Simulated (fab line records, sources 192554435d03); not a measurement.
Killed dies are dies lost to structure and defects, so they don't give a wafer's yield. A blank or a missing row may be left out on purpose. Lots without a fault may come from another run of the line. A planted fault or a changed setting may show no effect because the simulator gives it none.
fab line records | flow n5_finfet
record lots=10 wafers=29 last_day=17
route steps=1938 shown BEOL_M4@1111 BEOL_M15@1824 MIM_TOP_LITHO@1847 MIM_TOP_ETCH@1851 PASSIVATION@1936
lots that met no fault: from a run of the same line without faults
start_h: hours from the record's first day to the start of the lot's first wafer shown | wait_h: hours since the lot's step before | " the same as in the row above | L1.1+2: a row that stands for several wafers | - no value, or no start given | * or withheld: withheld | < > ~ a bound
route shown NAME@n: a module of which the file shows steps, and the number in the route of the first | usual: mean/standard deviation of fault-free wafers | same: alike in all rows | chamber/n: place in a boat | sites: the reading at each site | _std_site: their standard deviation | _edge_site: outer sites' mean less inner sites' | radius_mm: how far each site lies from the wafer's centre | mask NAME#n: copy n | behind: the tool/chamber that last shaped the wafer | hold: why the lot was held/for how many hours/how that ended | device: the transistor (n, p or np) that didn't switch | end of line: the same wafers' tests at the end of the route | a step without rows: its recipe alone | killed: dies lost to structure and defects at the first sort, not the wafer's yield | map: a wafer's dies, x killed, . not, _ none there
set.NAME: the setting as run; set.NAME@STEP: as run at that earlier step | model.NAME: the simulator's own value behind a step, which no gauge read
steps of the route over a sample of lots; a table a step, a row a wafer
services: from which hour (start_h, from the record's first day; less than 0 if before it) a tool's chamber was out of use, for how many hours, and why
## steps
# step N5_BEOL_M4_RC_MEAS_101
# usual DIBL_N=36.0/1.6 DIBL_P=36.1/2 IOFF_N=0.160/0.029 IOFF_P=0.21/0.039 ION_N=675/13 ION_P=464/8.8 SS_N=71.5/0.58 SS_P=73.3/0.65 VT_N=250/3.3 VT_P=-249/3.6
# columns lot.wafer tool chamber start_h wait_h DIBL_N[mV/V] DIBL_P[mV/V] IOFF_N[nA/um] IOFF_P[nA/um] ION_N[uA/um] ION_P[uA/um] SS_N[mV/dec] SS_P[mV/dec] VT_N[mV] VT_P[mV]
L525.1 prober-02 0 186.81 0.0 34.2 34.1 0.121 0.15 653 451 71.7 72.7 254 -259
L525.2 " 0 " " 36.3 36.7 0.150 0.18 673 456 72.6 74.0 252 -255
L525.3 " 0 " " 33.9 33.6 0.110 0.14 649 448 71.4 72.3 255 -259
L526.3 prober-02 0 191.35 0.3 33.7 35.3 0.146 0.19 678 463 71.2 73.1 250 -252
L526.5 " 0 " " 32.2 33.5 0.118 0.17 675 466 70.8 72.7 253 -250
L526.6 " 0 " " 35.7 37.8 0.175 0.23 678 463 70.7 73.7 247 -249
L528.2 prober-01 0 204.50 0.2 36.7 38.2 0.177 0.22 677 454 70.9 74.5 250 -250
L528.4 " 0 " " 35.7 37.7 0.172 0.22 671 461 71.7 73.8 249 -252
L528.5 " 0 " " 34.9 35.4 0.150 0.18 657 447 71.5 73.5 252 -254
L531.2 prober-02 0 220.17 0.2 35.8 35.5 0.150 0.20 677 467 71.9 73.4 249 -253
L531.5 " 0 " " 37.9 37.8 0.186 0.24 688 472 72.2 73.6 245 -248
L531.6 " 0 " " 38.2 37.7 0.192 0.24 688 466 71.8 73.8 245 -248
L535.2 prober-01 0 238.45 0.2 35.6 34.9 0.155 0.22 652 457 71.7 72.7 250 -248
L535.3 " 0 " " 36.5 37.6 0.178 0.27 689 474 71.2 74.2 247 -246
L536.2 prober-02 0 244.19 0.2 34.7 34.2 0.134 0.21 668 469 71.9 72.6 251 -248
L536.5 " 0 " " 35.0 33.5 0.135 0.19 665 457 71.2 72.5 252 -252
L536.6 " 0 " " 34.6 34.1 0.135 0.20 664 463 70.7 72.9 251 -251
L537.2 prober-01 0 265.02 0.2 37.8 37.4 0.193 0.20 694 463 71.6 74.1 245 -251
L537.3 " 0 " " 36.3 35.7 0.152 0.18 681 461 71.6 74.1 251 -252
L537.6 " 0 " " 36.0 34.8 0.136 0.16 657 444 71.0 72.7 253 -254
L538.1 prober-02 0 267.89 0.0 34.5 34.8 0.138 0.19 657 455 71.2 72.6 252 -250
L538.2 " 0 " " 35.9 37.2 0.166 0.25 673 467 71.7 73.0 249 -246
L538.3 " 0 " " 35.9 36.8 0.171 0.23 682 470 71.7 73.5 246 -249
L540.1 prober-02 0 286.33 0.0 37.0 37.9 0.177 0.24 694 478 72.3 73.2 245 -245
L540.4 " 0 " " 38.7 39.9 0.218 0.30 711 482 72.2 74.3 244 -244
L540.6 " 0 " " 38.2 40.1 0.195 0.29 689 480 72.1 73.8 244 -244
L545.2 prober-01 0 302.01 0.2 37.1 39.3 0.192 0.30 682 472 70.9 74.7 245 -242
L545.3 " 0 " " 37.2 38.6 0.181 0.27 677 469 72.6 73.8 247 -246
L545.6 " 0 " " 38.8 40.2 0.234 0.31 687 468 72.1 74.1 244 -242
# step N5_BEOL_M15_CMP_49
# recipe stop_on=SiO2 t_overpolish_s=4.9 down_force_psi=2 platen_rpm=80 clearing_platen_down_force_psi=2 clearing_platen_rpm=80 post_cmp_clean=cu_alkaline target_thk_nm=850 clearing_platen_pad_velocity_m_s=1.5917 pad_velocity_m_s=1.5917
# usual barrier_field_endpoint_s=11.4/0.31 clearing_platen_down_force_psi=2.000/0.0039 motor_current_A=8.1/0.8 overpolish_run_s=4.900/0.0091 slurry_flow_ml_min=150.0/0.45
# same t_overpolish_s=4.9
# columns lot.wafer tool chamber start_h wait_h barrier_field_endpoint_s clearing_platen_down_force_psi motor_current_A overpolish_run_s slurry_flow_ml_min
L526.3 cmp-01 2 276.98 0.2 11.4 2.006 7.3 4.890 150.3
L526.6 " 2 " " 11.5 2.007 7.3 4.914 150.1
L526.5 " 3 " " 11.9 2.001 8.9 4.908 150.3
L525.2 cmp-02 2 278.62 0.2 10.6 2.001 8.0 4.907 149.5
L525.3 " 3 " " 10.7 2.001 7.8 4.907 150.8
L525.1 " 0 " " 11.1 1.998 7.3 4.897 150.1
L528.4 cmp-02 1 289.07 0.2 11.0 1.997 8.8 4.890 149.9
L528.2 " 2 " " 11.0 2.004 8.0 4.911 150.2
L528.5 " 1 " " 11.1 1.998 8.8 4.902 149.5
L531.2 cmp-03 0 314.80 0.3 10.9 2.004 8.2 4.900 149.5
L531.5 " 1 " " 11.0 2.003 7.9 4.894 150.0
L531.6 " 2 " " 11.3 2.003 8.9 4.890 148.6
L535.3 cmp-02 2 337.59 0.2 11.4 2.001 8.0 4.905 149.2
L535.2 " 0 " " 11.3 1.999 6.9 4.914 150.1
L536.2 cmp-01 0 342.54 0.3 11.3 2.000 6.6 4.902 150.0
L536.5 " 3 " " 12.0 1.999 9.3 4.915 150.0
L536.6 " 0 " " 11.6 1.996 6.7 4.900 150.1
L538.1 cmp-03 3 360.20 0.3 11.1 1.998 8.8 4.910 149.7
L538.3 " 0 " " 11.3 2.003 8.8 4.899 149.8
L538.2 " 1 " " 11.4 1.998 8.2 4.899 150.2
L537.3 cmp-03 3 370.93 0.2 11.0 2.000 9.3 4.888 149.4
L537.2 " 0 " " 11.0 1.999 8.6 4.897 149.4
L537.6 " 1 " " 11.1 2.000 8.0 4.899 150.2
L540.1 cmp-01 1 377.58 0.3 11.5 1.996 9.0 4.902 150.1
L540.4 " 2 " " 11.2 1.996 7.2 4.883 150.3
L540.6 " 1 " " 11.6 1.995 8.9 4.908 149.9
L545.3 cmp-03 0 394.83 0.2 11.4 1.994 8.4 4.911 150.4
L545.2 " 1 " " 11.3 2.004 7.8 4.890 150.9
L545.6 " 1 " " 11.4 2.009 8.0 4.900 150.0
# step N5_BEOL_M15_INSPECT_55
# recipe inspect_instrument=darkfield mode=post_dep
# usual raw_defect_count=75/30
# columns lot.wafer tool chamber start_h wait_h raw_defect_count
L526.3 defect_inspect-01 - 277.43 0.0 49
L526.5 " - " " 64
L526.6 " - " " 64
L525.1 defect_inspect-01 - 279.03 0.0 51
L525.2 " - " " 40
L525.3 " - " " 48
L528.2 defect_inspect-02 - 289.49 0.0 92
L528.4 " - " " 144
L528.5 " - " " 108
L531.2 defect_inspect-02 - 315.14 0.0 114
L531.5 " - " " 69
L531.6 " - " " 74
L535.2 defect_inspect-01 - 338.04 0.0 54
L535.3 " - " " 61
L536.2 defect_inspect-02 - 342.99 0.0 43
L536.5 " - " " 41
L536.6 " - " " 94
L538.1 defect_inspect-02 - 360.66 0.0 42
L538.2 " - " " 59
L538.3 " - " " 105
L537.2 defect_inspect-02 - 371.31 0.0 43
L537.3 " - " " 86
L537.6 " - " " 51
L540.1 defect_inspect-02 - 377.99 0.0 53
L540.4 " - " " 52
L540.6 " - " " 109
L545.2 defect_inspect-01 - 395.29 0.0 74
L545.3 " - " " 81
L545.6 " - " " 52
# step N5_MIM_TOP_LITHO_CD_MEAS_08
# recipe target_cd_nm=2000 landing_energy_ev=500 detector=se_inlens
# usual cd_nm=1999.8/2.2
# columns lot.wafer tool chamber start_h wait_h cd_nm
L526.3 cd_sem-01 0 282.27 - 2000.3
L526.5 " 0 " " 2001.6
L526.6 " 0 " " 2003.0
L525.1 cd_sem-02 0 283.50 - 1996.5
L525.2 " 0 " " 1994.7
L525.3 " 0 " " 1995.3
L528.2 cd_sem-03 0 293.14 - 1998.2
L528.4 " 0 " " 1996.7
L528.5 " 0 " " 1998.1
L531.2 cd_sem-03 0 321.80 - 2001.0
L531.5 " 0 " " 2000.8
L531.6 " 0 " " 2000.1
L535.2 cd_sem-01 0 341.79 - 2001.0
L535.3 " 0 " " 2003.0
L536.2 cd_sem-03 0 346.05 - 2003.5
L536.5 " 0 " " 1997.3
L536.6 " 0 " " 2001.0
L538.1 cd_sem-03 0 368.56 - 1995.9
L538.2 " 0 " " 1996.1
L538.3 " 0 " " 1999.2
L537.2 cd_sem-03 0 375.27 - 2000.0
L537.3 " 0 " " 2002.8
L537.6 " 0 " " 2003.4
L540.1 cd_sem-03 0 380.78 - 2000.1
L540.4 " 0 " " 2002.3
L540.6 " 0 " " 2001.2
L545.2 cd_sem-01 0 398.53 - 1999.8
L545.3 " 0 " " 1997.5
L545.6 " 0 " " 1999.0
# step N5_MIM_TOP_ETCH_ETCH_00
# recipe chemistry=Cl2/BCl3 target=TiN target_depth_a=385 ion_energy_ev=150 pressure_mtorr=10 icp_w=1000 bias_w=126 Cl2_flow_sccm=53.25 bcl3_flow_sccm=21.75 Ar_flow_sccm=25
# usual bcl3_flow_sccm=21.74/0.067 bias_w=126.0/0.34 drypump_motor_current_A=6.0/0.38 oes_product_au=0.80/0.085 throttle_valve_pct=22.71/0.21
# columns lot.wafer tool chamber start_h wait_h bcl3_flow_sccm bias_w drypump_motor_current_A oes_product_au rf_hours_counter_h throttle_valve_pct
L526.3 rie_metal-01 0 282.69 0.1 21.76 126.1 5.7 0.88 - 22.27
L526.5 " 0 " " 21.83 126.1 5.7 0.89 - 22.27
L526.6 " 1 " " 21.56 126.4 6.1 0.85 - 22.99
L525.1 rie_metal-02 1 283.78 0.1 - - - - - -
L525.2 " 0 " " - - - - - -
L525.3 " 0 " " - - - - - -
L528.2 rie_metal-02 0 293.31 0.1 - - - - - -
L528.4 " 0 " " - - - - - -
L528.5 " 0 " " - - - - - -
L531.2 rie_metal-02 1 322.22 0.1 21.69 125.9 6.5 0.71 86 22.74
L531.5 " 0 " " 21.76 125.9 6.3 0.83 - 22.82
L531.6 " 1 " " 21.68 125.6 6.5 0.71 - 22.73
L535.2 rie_metal-01 1 341.96 0.1 21.88 126.4 6.1 0.82 33 23.00
L535.3 " 0 " " 21.77 126.2 5.7 0.86 - 22.30
L536.2 rie_metal-03 0 346.23 0.1 21.71 125.7 5.7 0.90 8 22.50
L536.5 " 1 " " 21.73 126.0 5.5 0.70 - 22.82
L536.6 " 0 " " 21.80 126.2 5.7 0.89 - 22.51
L538.1 rie_metal-02 1 368.73 0.1 21.73 125.3 6.5 0.70 90 22.75
L538.2 " 0 " " 21.73 125.9 6.3 0.82 24 22.83
L538.3 " 1 " " 21.74 126.1 6.5 0.70 - 22.75
L537.2 rie_metal-02 1 375.62 0.1 21.81 126.0 6.5 0.69 90 22.75
L537.3 " 0 " " 21.61 125.7 6.3 0.81 - 22.84
L537.6 " 0 " " 21.71 126.0 6.3 0.81 - 22.83
L540.1 rie_metal-01 1 380.96 0.1 21.68 125.8 6.0 0.81 37 23.00
L540.4 " 1 " " 21.68 126.3 6.0 0.81 - 23.00
L540.6 " 1 " " 21.68 125.8 6.0 0.81 - 23.01
L545.2 rie_metal-02 0 398.71 0.1 21.75 125.3 6.3 0.80 26 22.85
L545.3 " 1 " " 21.69 125.9 6.5 0.69 - 22.77
L545.6 " 1 " " 21.74 125.8 6.5 0.69 - 22.76
# step N5_PASSIVATION_PROBE_49
# usual defect_limited_yield=91.0/1.3 killed_at_M0_to_M3=36/9.5 killed_at_M4_up=14/5.6 killed_at_contacts=12/6.4 killed_at_front_end=40/10 killed_at_other=3.2/3 killed_dies=107/15 killed_on_rim=15/4.5 killed_open=69/12 killed_short=35/7.7 sort_bin_5_function=5.3/0.91 sort_bin_6_memory=3.3/0.65 sort_bin_8_speed=0.00/0.012 sort_n_pass=1073/15 sort_yield_pct=91.0/1.3
# same gross_dies=1180 killed_at_back_side=0 sort_bin_4_leakage[%]=0
# columns lot.wafer tool chamber start_h wait_h defect_limited_yield[%] killed_at_M0_to_M3 killed_at_M4_up killed_at_contacts killed_at_front_end killed_at_other killed_dies killed_on_rim killed_open killed_short sort_bin_5_function[%] sort_bin_6_memory[%] sort_bin_8_speed[%] sort_n_pass sort_yield_pct[%]
L525.1 prober-01 - 293.49 0.0 0 38 8 9 33 1092 1180 152 56 32 97.2 2.8 0 0 0
L525.2 prober-01 - 293.54 0.1 0 54 10 11 44 1061 1180 152 72 48 96.3 3.5 0 0 0
L525.3 prober-01 - 293.59 0.1 0 48 9 24 33 1066 1180 152 72 47 95.1 4.3 0 0 0
L528.2 prober-01 - 303.37 0.1 0 33 27 15 59 1046 1180 152 103 33 95.5 4.0 0 0 0
L528.4 prober-01 - 303.47 0.2 0 20 21 13 33 1093 1180 152 66 29 96.9 2.8 0 0 0
L528.5 prober-01 - 303.52 0.2 0 24 15 16 47 1078 1180 152 70 33 96.8 2.9 0 0 0
L538.3 prober-01 - 382.01 0.1 90.1 54 12 21 25 5 117 13 87 28 5.6 4.2 0 1063 90.1
# killed by level:class
L525.1 MIM_TOP_ETCH:area_etch=1092 FIN_SAQP:geometric_particle:short=11 MOL_CONTACT_COAG:geometric_particle:open=7 BEOL_M0_SAQP:geometric_particle:open=7 BEOL_M3:geometric_particle:open=7 GATE_CUT:geometric_particle:open=6 BEOL_M2:geometric_particle:open=6 STI_FIN_REVEAL:geometric_particle:open=5
L525.2 MIM_TOP_ETCH:area_etch=1059 BEOL_M0_SAQP:geometric_particle:short=17 BEOL_M0_SAQP:geometric_particle:open=13 MOL_CONTACT_COAG:geometric_particle:open=9 BEOL_M3:geometric_particle:open=9 STI_FIN_REVEAL:geometric_particle:open=8 FIN_SAQP:geometric_particle:short=7 GATE_CUT:geometric_particle:short=7
L525.3 MIM_TOP_ETCH:area_etch=1061 MOL_CONTACT_COAG:geometric_particle:open=19 BEOL_M2:geometric_particle:open=15 BEOL_M0_SAQP:geometric_particle:short=9 FIN_SAQP:geometric_particle:open=8 BEOL_M0_SAQP:geometric_particle:open=6 STI_FIN_REVEAL:geometric_particle:open=5 MOL_CONTACT_COAG:geometric_particle:short=5
L528.2 MIM_TOP_ETCH:area_etch=1041 STI_FIN_REVEAL:geometric_particle:open=21 BEOL_M4:geometric_particle:open=15 MOL_CONTACT_COAG:geometric_particle:open=12 BEOL_M2:geometric_particle:open=12 FIN_SAQP:geometric_particle:open=8 GATE_CUT:geometric_particle:short=8 DUMMY_GATE:geometric_particle:open=7
L528.4 MIM_TOP_ETCH:area_etch=1085 BEOL_M4:geometric_particle:open=15 MOL_CONTACT_COAG:geometric_particle:open=9 STI_FIN_REVEAL:geometric_particle:open=8 BEOL_M2:geometric_particle:open=7 FIN_SAQP:geometric_particle:short=5 BEOL_M0_SAQP:geometric_particle:open=5 FIN_SAQP:geometric_particle:open=4
L528.5 MIM_TOP_ETCH:area_etch=1076 FIN_SAQP:geometric_particle:open=17 MOL_CONTACT_COAG:geometric_particle:open=14 BEOL_M2:geometric_particle:open=10 BEOL_M4:geometric_particle:open=10 GATE_CUT:geometric_particle:short=5 FIN_SAQP:geometric_particle:short=4 DUMMY_GATE:geometric_particle:open=4
L538.3 MOL_CONTACT_COAG:geometric_particle:open=20 BEOL_M1:geometric_particle:open=13 BEOL_M0_SAQP:geometric_particle:open=12 BEOL_M2:geometric_particle:open=10 BEOL_M0_SAQP:geometric_particle:short=9 BEOL_M5:geometric_particle:open=4 FIN_SAQP:geometric_particle:open=3 DUMMY_GATE:geometric_particle:open=3
## services
# columns tool chamber start_h hours kind
rie_metal-01 - 255.36 4.0 pm
cmp-02 - 280.02 0.6 repair
cmp-03 - 294.90 1.3 repair
rie_metal-02 - 304.64 2.8 pm
cmp-01 - 319.03 0.4 repair
cmp-03 - 320.45 4.0 pm
cmp-02 - 320.82 2.2 repair
cmp-03 - 324.45 - consumable_replace:conditioner
cmp-03 - 324.45 - consumable_replace:pad
cmp-03 - 327.85 5.0 pm
cmp-02 - 330.30 0.2 repair
cmp-03 - 332.90 6.2 pm
cmp-01 - 350.53 1.4 repair
cmp-02 - 358.86 1.4 repair
cmp-02 - 363.82 4.3 repair
cmp-03 - 371.52 0.7 repair
cmp-03 - 379.59 3.1 repair
cmp-02 - 385.01 8.1 pm
## key
first_sign step=N5_MIM_TOP_ETCH_ETCH_00 reading=tool_record direction=missing
effect step=N5_PASSIVATION_PROBE_49 reading=killed_at_other direction=up sigmas=99+ usual=3.2 struck=1072.7
more_kills_born_at N5_MIM_TOP_ETCH_ETCH_00@rie_metal-02=6414
met_at N5_MIM_TOP_ETCH_ETCH_00
struck_lots L525,L528
later_rows_left_out L525.1,L525.2,L525.3,L528.2,L528.4,L528.5
not_acting_at N5_BEOL_M15_CMP_49,N5_BEOL_M15_INSPECT_55,N5_MIM_TOP_LITHO_CD_MEAS_08
fault kind=skipped_step_whole tool=rie_metal-02 chamber=- onset_h=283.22 steps=N5_MIM_TOP_ETCH_ETCH_00 scope=struck_lots_only
# later_rows_left_out: the simulator's readings of these wafers behind a module that went badly wrong aren't trusted and aren't shown, but for the sort
